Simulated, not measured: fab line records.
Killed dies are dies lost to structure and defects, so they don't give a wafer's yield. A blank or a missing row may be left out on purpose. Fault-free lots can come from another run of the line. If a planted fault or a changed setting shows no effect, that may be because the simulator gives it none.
A struck lot beside a sound one -- flow n5_finfet -- 15 steps out of a route of 1938
Sound: these wafers, L121.1, L121.4, L121.5. Struck: wafer L140.4 (L140.5, L140.6, from the same lot, were not struck and are left out); the cause is given at the end.
For every step that has rows: the tool of each side, followed by ch and its chambers, followed by its first start. Under that, the readings that differ: sound wafers -- struck wafers -- difference of the means -- sigmas: that difference in standard deviations of wafers without a fault.
alike: readings with means less than 2 such deviations apart, plus words and numbers identical on both sides. not compared: withheld readings, readings lacking a value on some wafer, bounds such as >300 that could conceal the same value, and numbers that have no deviation in the record and whose values overlap.
Wherever a step has rows on one side only, a row that says differs or no value, or a row with sigmas, the two part there. Numbers that have no deviation but don't overlap get no sigmas and don't part them. Lack of a reading on every wafer of one side parts them only where that side has two or more wafers.

first, 6 steps without rows for these wafers: N5_BEOL_M2_COAT_05 (resist thk 30 nm); N5_BEOL_M2_EBR_07; N5_BEOL_M2_SOFTBAKE_06 (time 60 s); N5_BEOL_M2_EXPOSE_08 (exposes mask M2); N5_BEOL_M2_PEB_09 (peb time 60 s); N5_BEOL_M2_DEVELOP_10 (develop time 30 s).
N5_BEOL_M2_CD_MEAS_11 targets a cd of 16.79 nm.
  sound on cd_sem-02 ch 0, day 7 02:20; struck on cd_sem-01 ch 0, day 12 09:59
  alike: cd_nm
N5_BEOL_M2_OVL_MEAS_12:
  sound on overlay-01 ch 0, day 7 02:22; struck on overlay-02 ch 0, day 12 10:01
  alike: M2_OVL
N5_BEOL_M2_INSPECT_13: inspects for defects (brightfield).
  struck on defect_inspect-02, day 12 10:04; sound on defect_inspect-02, day 7 02:25
  alike: raw_defect_count
N5_BEOL_M2_DESCUM_16: chemistry O2, time 7 s.
  sound on rie_diel-04 ch 1,3, day 7 02:55; struck on rie_diel-01 ch 3, day 12 10:06
  alike: drypump_motor_current_A, oes_product_au, rf_vpp_V, showerhead_plenum_p_Torr, throttle_valve_pct
  not compared: rf_hours_counter_h
N5_BEOL_M2_ETCH_74: etches underlayer in N2/H2, target depth 6.5 nm, time 5.2 s.
  sound on rie_diel-04 ch 1,3, day 7 02:56; struck on rie_diel-01 ch 3, day 12 10:08
  alike: bias_w, drypump_motor_current_A, etch_rf_on_time_s, oes_product_au, rf_vpp_V, showerhead_plenum_p_Torr, throttle_valve_pct
  not compared: rf_hours_counter_h
N5_BEOL_M2_ETCH_63: etches SiARC in CF4, target depth 15.6 nm, time 26 s.
  sound on rie_diel-04 ch 1,3, day 7 02:58; struck on rie_diel-01 ch 3, day 12 10:09
  alike: bias_w, cf4_flow_sccm, drypump_motor_current_A, etch_rf_on_time_s, oes_product_au, rf_vpp_V, showerhead_plenum_p_Torr, throttle_valve_pct
  not compared: rf_hours_counter_h
N5_BEOL_M2_ETCH_64: etches SOC in N2/H2, target depth 75 nm, overetch 22.5 nm, time 121.9 s.
  sound on rie_diel-04 ch 1,3, day 7 02:59; struck on rie_diel-01 ch 3, day 12 10:11
reading,sound,struck,difference,sigmas
bias_w (W),150.4 149.1 149.8,191.4,+41.6,+95
rf_vpp_V (V),527.6 522.8 524.6,612.5,+87.5,+55
model.SiARC_of_BEOL_M2_COAT_62.thk_nm (nm),6.2 6.4 6.2,4.4,-1.9,
  alike: drypump_motor_current_A, oes_product_au, showerhead_plenum_p_Torr, throttle_valve_pct
  not compared: rf_hours_counter_h
then, 1 step without rows for these wafers: N5_BEOL_M2_STRIP_65 (strips in N2/H2).
-- here the record skips 3 days between the struck wafers' starts before and after, leaving off in module BEOL_M2 and picking up in module BEOL_M4 (first step shown: number 1111 of the route) --
N5_BEOL_M4_RC_MEAS_101:
  sound on prober-01 ch 0, day 9 06:11; struck on prober-01 ch 0, day 14 22:59
reading,sound,struck,difference,sigmas
IOFF_P (nA/um),0.252 0.226 0.242,0.176,-0.064,-2
  alike: DIBL_N, DIBL_P, IOFF_N, ION_N, ION_P, SS_N, SS_P, VT_N, VT_P

## WHERE THEY PART
First at N5_BEOL_M2_ETCH_64; last, within this record, at N5_BEOL_M4_RC_MEAS_101.

WHY: whatever the simulator had introduced
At N5_BEOL_M2_ETCH_64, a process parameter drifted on rie_diel-01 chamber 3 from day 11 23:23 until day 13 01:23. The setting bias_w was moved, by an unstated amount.
